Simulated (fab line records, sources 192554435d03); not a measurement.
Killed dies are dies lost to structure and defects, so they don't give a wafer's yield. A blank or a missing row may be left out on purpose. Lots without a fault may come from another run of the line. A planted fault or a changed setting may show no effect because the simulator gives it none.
Chamber matching | flow n5_finfet | N5_BEOL_M1_PRE_CLEAN_60 on cvd_co-01: 3 sister chambers
The step time 15 s. 6 wafers are shown with their chamber, then 12 later ones without.

WAFERS WITH THEIR CHAMBER
wafer  | chamber | heater_power_w (W)
L090.1 | 2       | 82
L090.3 | 0       | 76
L090.5 | 0       | 77
L092.3 | 1       | 143
L092.4 | 2       | 80
L092.6 | 1       | 141

WAFERS WITHOUT THEIR CHAMBER
wafer  | heater_power_w (W)
L093.3 | 82
L093.4 | 82
L093.6 | 77
L094.1 | 83
L094.5 | 77
L094.6 | 143
L095.2 | 82
L095.4 | 78
L095.6 | 142
L096.1 | 81
L096.5 | 142
L096.6 | 83

WHICH CHAMBER EACH WENT THROUGH
wafer  | from the rows above     | in truth
L093.3 | 2                       | 2
L093.4 | 2                       | 2
L093.6 | 0                       | 0
L094.1 | 2                       | 2
L094.5 | 0                       | 0
L094.6 | 1                       | 1
L095.2 | 2                       | 2
L095.4 | can't be placed: 0 or 2 | 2
L095.6 | 1                       | 1
L096.1 | 2                       | 2
L096.5 | 1                       | 1
L096.6 | 2                       | 2
Placed correctly: 11 of 12. Can't be placed from these rows: 1 (the true chamber is among the candidates in 1). Placed wrongly: 0.
How it was worked out, from the rows above alone: a wafer's distance from a chamber is the root of the sum, over the readings, of the square of ((its reading less the chamber's mean) divided by the reading's scatter). The wafer belongs to the nearest chamber; if the next one is less than 2 further off, it can't be placed. A chamber's mean is the mean of its shown wafers. The scatter: the root of (the sum of the squares of (reading less its chamber's mean) over the shown wafers, divided by (wafers less chambers)).
